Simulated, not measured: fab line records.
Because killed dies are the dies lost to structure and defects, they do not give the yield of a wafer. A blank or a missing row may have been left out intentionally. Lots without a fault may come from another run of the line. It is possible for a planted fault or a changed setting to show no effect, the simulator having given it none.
What tool caused it?	flow n5_finfet	24 lots, 72 wafers sampled, at 5 steps of a route of 1938

WHAT THE GAUGES SHOWED, per wafer
N5_BEOL_M6_CD_MEAS_28: target cd 40 nm. Usual: cd_nm at 40.01 nm, with a standard deviation of 0.23.
lot	measured	on	cd_nm (nm)	flag
L075	day 8 13:09	cd_sem-02	40.16 40.41 39.80	
L074	day 9 04:10	cd_sem-01	39.74 39.95 39.77	
L076	day 9 05:19	cd_sem-03	39.75 40.38 40.08	
L077	day 9 05:58	cd_sem-01	39.95 39.78 39.85	
L078	day 9 17:22	cd_sem-03	40.05 39.64 39.95	
L079	day 9 19:56	cd_sem-02	39.80 39.94 39.95	
L080	day 10 04:18	cd_sem-03	40.21 39.94 40.28	
L081	day 10 09:07	cd_sem-02	39.84 40.18 40.39	
L082	day 10 09:10	cd_sem-01	40.17 40.21 40.50	
L083	day 10 14:17	cd_sem-02	39.80 40.09 39.83	
L084	day 11 03:11	cd_sem-01	39.86 40.16 39.91	
L085	day 11 08:47	cd_sem-03	40.48 39.96 40.13	
L086	day 11 17:49	cd_sem-01	40.27 40.15 40.30	
L087	day 12 16:02	cd_sem-01	40.03 40.41 40.05	
L088	day 12 20:05	cd_sem-01	39.83 39.82 39.97	
L089	day 12 20:02	cd_sem-02	40.10 40.22 39.80	
L090	day 12 23:50	cd_sem-02	40.22 40.79 39.68	
L091	day 13 02:26	cd_sem-02	40.17 39.98 40.00	
L093	day 13 13:26	cd_sem-02	39.80 40.05 39.96	
L094	day 13 18:41	cd_sem-02	39.93 39.81 39.73	
L092	day 13 19:13	cd_sem-01	39.97 40.11 39.79	
L095	day 14 02:20	cd_sem-03	39.87 39.92 39.86	
L096	day 14 10:40	cd_sem-03	40.50 40.28 40.06	
L097	day 14 12:53	cd_sem-02	39.63 40.16 39.92	

N5_BEOL_M7_THK_MEAS_01. Usual: M7_ILD_THK 155.0 nm, standard deviation 2.1.
lot	measured	on	M7_ILD_THK (nm)	flag
L075	day 8 16:49	film_metro-01	153.2 157.1 156.4	
L074	day 9 08:34	film_metro-02	155.5 159.2 158.3	
L076	day 9 10:26	film_metro-02	154.0 155.5 156.8	
L077	day 9 10:40	film_metro-02	152.1 155.5 152.1	
L078	day 9 22:16	film_metro-01	152.8 156.8 156.9	
L079	day 10 00:08	film_metro-02	155.8 155.6 155.9	
L080	day 10 08:24	film_metro-02	154.8 154.2 154.9	
L081	day 10 12:53	film_metro-02	153.9 159.7 156.5	
L082	day 10 13:41	film_metro-01	153.6 153.8 157.2	
L083	day 10 18:14	film_metro-01	153.7 155.0 154.5	
L084	day 11 07:11	film_metro-01	154.1 154.6 155.1	
L085	day 11 13:08	film_metro-02	155.3 157.1 153.6	
L086	day 11 21:59	film_metro-01	153.2 157.4 155.8	
L087	day 12 20:01	film_metro-01	152.2 156.9 153.2	
L088	day 13 00:44	film_metro-01	152.2 154.8 156.3	
L089	day 13 00:32	film_metro-01	151.6 153.6 158.2	
L090	day 13 05:02	film_metro-01	153.9 154.9 154.1	
L091	day 13 07:57	film_metro-01	153.6 157.4 157.6	
L093	day 13 17:17	film_metro-01	155.0 152.8 154.5	
L094	day 13 23:33	film_metro-01	155.2 159.1 156.6	
L092	day 13 23:54	film_metro-01	156.5 154.8 157.7	
L095	day 14 06:07	film_metro-01	151.3 153.5 157.0	
L096	day 14 14:53	film_metro-02	155.3 154.0 154.6	
L097	day 14 18:14	film_metro-01	155.6 152.1 157.7	

TOOL THAT RAN EACH LOT (tool first, then ch and the chambers of the sampled wafers, then the start)
lot	N5_BEOL_M6_HM_DEP_02	N5_BEOL_M6_STRIP_36	N5_BEOL_M6_DEGAS_44
L075	pvd_sputter-01, day 8 09:11	rie_diel-06 ch 1,3, day 8 13:38	pvd_sputter-01, day 8 14:22
L074	pvd_sputter-01, day 9 02:47	rie_diel-02 ch 2,3, day 9 05:10	pvd_sputter-02, day 9 06:25
L076	pvd_sputter-03, day 9 02:47	rie_diel-05 ch 1,2, day 9 06:16	pvd_sputter-03, day 9 06:58
L077	pvd_sputter-01, day 9 03:49	rie_diel-02 ch 1,2,3, day 9 07:11	pvd_sputter-03, day 9 07:54
L078	pvd_sputter-02, day 9 15:11	rie_diel-05 ch 0,1, day 9 17:44	pvd_sputter-02, day 9 18:28
L079	pvd_sputter-02, day 9 17:34	rie_diel-02 ch 0,1, day 9 20:58	pvd_sputter-01, day 9 21:44
L080	pvd_sputter-02, day 10 00:49	rie_diel-05 ch 1,3, day 10 05:16	pvd_sputter-01, day 10 05:59
L081	pvd_sputter-03, day 10 07:07	rie_diel-02 ch 0,2,3, day 10 09:28	pvd_sputter-02, day 10 10:14
L082	pvd_sputter-03, day 10 07:13	rie_diel-02 ch 2,3, day 10 09:57	pvd_sputter-02, day 10 10:42
L083	pvd_sputter-01, day 10 12:52	rie_diel-06 ch 2,3, day 10 14:38	pvd_sputter-03, day 10 15:54
L084	pvd_sputter-01, day 11 00:56	rie_diel-05 ch 2,3, day 11 03:33	pvd_sputter-02, day 11 04:19
L085	pvd_sputter-02, day 11 06:35	rie_diel-02 ch 0,1,2, day 11 09:08	pvd_sputter-03, day 11 10:13
L086	pvd_sputter-01, day 11 15:19	rie_diel-02 ch 0,2,3, day 11 18:11	pvd_sputter-02, day 11 19:26
L087	pvd_sputter-02, day 12 13:00	rie_diel-05 ch 0,1, day 12 16:23	pvd_sputter-01, day 12 17:42
L088	pvd_sputter-01, day 12 16:38	rie_diel-06 ch 0,3, day 12 20:26	pvd_sputter-02, day 12 21:13
L089	pvd_sputter-02, day 12 18:14	rie_diel-02 ch 0,3, day 12 20:23	pvd_sputter-03, day 12 21:12
L090	pvd_sputter-03, day 12 21:01	rie_diel-06 ch 0,1,3, day 13 00:19	pvd_sputter-03, day 13 01:05
L091	pvd_sputter-01, day 13 00:14	rie_diel-02 ch 1,2, day 13 02:47	pvd_sputter-03, day 13 04:14
L093	pvd_sputter-02, day 13 11:51	rie_diel-05 ch 0,1,3, day 13 13:48	pvd_sputter-01, day 13 14:55
L094	pvd_sputter-01, day 13 14:43	rie_diel-02 ch 1,2, day 13 19:07	pvd_sputter-03, day 13 20:24
L092	pvd_sputter-01, day 13 17:51	rie_diel-02 ch 1,2, day 13 19:40	pvd_sputter-03, day 13 20:34
L095	pvd_sputter-02, day 13 22:38	rie_diel-05 ch 0,1,3, day 14 02:41	pvd_sputter-02, day 14 03:39
L096	pvd_sputter-02, day 14 07:46	rie_diel-06 ch 1,2,3, day 14 11:01	pvd_sputter-01, day 14 11:46
L097	pvd_sputter-01, day 14 11:25	rie_diel-06 ch 0,1,2, day 14 13:28	pvd_sputter-03, day 14 14:19
- N5_BEOL_M6_HM_DEP_02: deposits TiN, target thk 20 nm.
- N5_BEOL_M6_STRIP_36: strips in N2/H2.
- N5_BEOL_M6_DEGAS_44: time 60 s.

WHAT THE TOOLS THEMSELVES READ (means of the sampled wafers that have a number; where no wafer has one, the mark that the record gives instead)
N5_BEOL_M6_HM_DEP_02. Usual: throttle_valve_pct at 30.0 %, with a standard deviation of 1.2.
lot	tool	throttle_valve_pct (%)	flag
L075	pvd_sputter-01	30.9	
L074	pvd_sputter-01	29.4	
L076	pvd_sputter-03	30.2	
L077	pvd_sputter-01	31.0	
L078	pvd_sputter-02	29.5	
L079	pvd_sputter-02	29.5	
L080	pvd_sputter-02	29.5	
L081	pvd_sputter-03	30.5	
L082	pvd_sputter-03	30.3	
L083	pvd_sputter-01	29.9	
L084	pvd_sputter-01	29.4	
L085	pvd_sputter-02	29.5	
L086	pvd_sputter-01	29.7	
L087	pvd_sputter-02	28.7	
L088	pvd_sputter-01	29.9	
L089	pvd_sputter-02	28.9	
L090	pvd_sputter-03	30.1	
L091	pvd_sputter-01	30.8	
L093	pvd_sputter-02	28.6	
L094	pvd_sputter-01	29.9	
L092	pvd_sputter-01	30.9	
L095	pvd_sputter-02	29.5	
L096	pvd_sputter-02	28.6	
L097	pvd_sputter-01	30.4	

N5_BEOL_M6_STRIP_36. Usual: drypump_motor_current_A 5.6 A, standard deviation 0.5; h2_flow_sccm 200.1 sccm, standard deviation 0.61; oes_product_au 0.82 a.u., standard deviation 0.081; rf_vpp_V 59.4 V, standard deviation 1.5; showerhead_plenum_p_Torr 2.56 Torr, standard deviation 0.086; throttle_valve_pct 23.4 %, standard deviation 0.31.
lot	tool	drypump_motor_current_A (A)	h2_flow_sccm (sccm)	oes_product_au (a.u.)	rf_vpp_V (V)	showerhead_plenum_p_Torr (Torr)	throttle_valve_pct (%)	flag
L075	rie_diel-06	6.1	200.0	0.68	57.8	2.56	23.5	
L074	rie_diel-02	5.6	199.5	0.83	59.0	2.60	23.3	
L076	rie_diel-05	5.1	200.3	0.88	58.8	2.50	23.0	
L077	rie_diel-02	5.7	200.5	0.79	59.1	2.62	23.4	
L078	rie_diel-05	4.9	199.7	0.86	57.6	2.47	23.1	
L079	rie_diel-02	6.0	200.7	0.73	60.3	2.56	23.6	
L080	rie_diel-05	5.2	200.2	0.94	58.5	2.50	23.2	
L081	rie_diel-02	5.6	200.2	0.82	58.8	2.56	23.2	
L082	rie_diel-02	5.5	200.7	0.84	59.1	2.64	23.2	
L083	rie_diel-06	6.6	199.8	0.69	59.4	2.52	23.8	
L084	rie_diel-05	5.5	200.1	0.82	60.9	2.53	23.5	
L085	rie_diel-02	5.7	199.3	0.78	57.5	2.58	23.3	
L086	rie_diel-02	5.6	200.8	0.80	59.2	2.56	23.2	
L087	rie_diel-05	4.9	199.7	0.82	59.4	2.46	23.1	
L088	rie_diel-06	5.5	200.7	0.79	59.9	2.65	23.3	
L089	rie_diel-02	5.7	199.5	0.78	59.0	2.48	23.2	
L090	rie_diel-06	5.6	199.9	0.81	58.9	2.58	23.4	
L091	rie_diel-02	5.5	200.1	0.87	61.2	2.65	23.3	
L093	rie_diel-05	5.2	199.9	0.84	59.3	2.47	23.3	
L094	rie_diel-02	5.8	199.6	0.89	60.2	2.62	23.5	
L092	rie_diel-02	5.8	200.1	0.89	59.9	2.62	23.5	
L095	rie_diel-05	5.2	199.7	0.82	59.1	2.46	23.3	
L096	rie_diel-06	6.0	200.7	0.94	59.9	2.59	23.5	
L097	rie_diel-06	5.5	199.9	0.88	61.0	2.62	23.5	

N5_BEOL_M6_DEGAS_44. Usual: heater_power_w at 348 W, with a standard deviation of 16.
lot	tool	heater_power_w (W)	flag
L075	pvd_sputter-01	335	
L074	pvd_sputter-02	350	
L076	pvd_sputter-03	353	
L077	pvd_sputter-03	345	
L078	pvd_sputter-02	348	
L079	pvd_sputter-01	367	
L080	pvd_sputter-01	334	
L081	pvd_sputter-02	339	
L082	pvd_sputter-02	341	
L083	pvd_sputter-03	347	
L084	pvd_sputter-02	340	
L085	pvd_sputter-03	344	
L086	pvd_sputter-02	351	
L087	pvd_sputter-01	348	
L088	pvd_sputter-02	351	
L089	pvd_sputter-03	360	
L090	pvd_sputter-03	348	
L091	pvd_sputter-03	357	
L093	pvd_sputter-01	354	
L094	pvd_sputter-03	356	
L092	pvd_sputter-03	345	
L095	pvd_sputter-02	339	
L096	pvd_sputter-01	356	
L097	pvd_sputter-03	350	

THE ANSWER, worked out from the rows above alone
Rule: take the mean of a lot's wafers that have a number; if it is more than 3 standard deviations from the usual mean, the lot is off. Also off: a lot with no number at a reading for which 4 or more lots have one. All remaining lots with rows at the step are treated as sound. After the gauges, taken in route order, come the tools' own readings; for these a lot's mean is taken, as printed above. At the first step where some lot is off, the reading lying furthest off is the one used; lots without a number count as furthest.
Nothing can be told from this: no lot is off at any reading shown.

WHAT THE SIMULATOR HAD PUT IN
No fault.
